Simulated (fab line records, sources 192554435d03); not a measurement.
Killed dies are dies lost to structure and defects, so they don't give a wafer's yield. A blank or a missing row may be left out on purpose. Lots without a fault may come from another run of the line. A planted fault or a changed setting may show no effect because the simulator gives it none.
Chamber matching | flow n5_finfet | N5_GATE_CUT_CMP_23 on cmp-02: 4 sister chambers
The step polishes, stops on SiO2, t overpolish 23.4 s, target thk 16 nm. 8 wafers are shown with their chamber, then 8 later ones without.

WAFERS WITH THEIR CHAMBER
wafer  | chamber | motor_current_A (A) | time_to_endpoint_s (s)
L081.2 | 3       | 9.5                 | 19.7
L084.1 | 1       | 9.2                 | 17.5
L084.2 | 2       | 9.0                 | 15.4
L084.4 | 0       | 10.8                | 20.4
L085.3 | 1       | 9.5                 | 19.0
L085.4 | 3       | 10.0                | 20.5
L085.5 | 0       | 10.5                | 20.9
L090.1 | 2       | 8.7                 | 15.6

WAFERS WITHOUT THEIR CHAMBER
wafer  | motor_current_A (A) | time_to_endpoint_s (s)
L090.4 | 10.0                | 21.9
L090.5 | 10.5                | 20.7
L092.1 | 9.9                 | 20.3
L092.2 | 9.7                 | 19.4
L092.5 | 9.2                 | 17.3
L093.3 | 9.9                 | 18.5
L093.4 | 9.1                 | 14.1
L093.6 | 9.3                 | 16.1

WHICH CHAMBER EACH WENT THROUGH
wafer  | from the rows above     | in truth
L090.4 | can't be placed: 3 or 0 | 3
L090.5 | 0                       | 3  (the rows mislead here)
L092.1 | 3                       | 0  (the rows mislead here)
L092.2 | can't be placed: 3 or 1 | 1
L092.5 | can't be placed: 1 or 2 | 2
L093.3 | can't be placed: 1 or 3 | 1
L093.4 | 2                       | 2
L093.6 | can't be placed: 2 or 1 | 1
Placed correctly: 1 of 8. Can't be placed from these rows: 5 (the true chamber is among the candidates in 5). Placed wrongly: 2.
How it was worked out, from the rows above alone: a wafer's distance from a chamber is the root of the sum, over the readings, of the square of ((its reading less the chamber's mean) divided by the reading's scatter). The wafer belongs to the nearest chamber; if the next one is less than 2 further off, it can't be placed. A chamber's mean is the mean of its shown wafers. The scatter: the root of (the sum of the squares of (reading less its chamber's mean) over the shown wafers, divided by (wafers less chambers)).
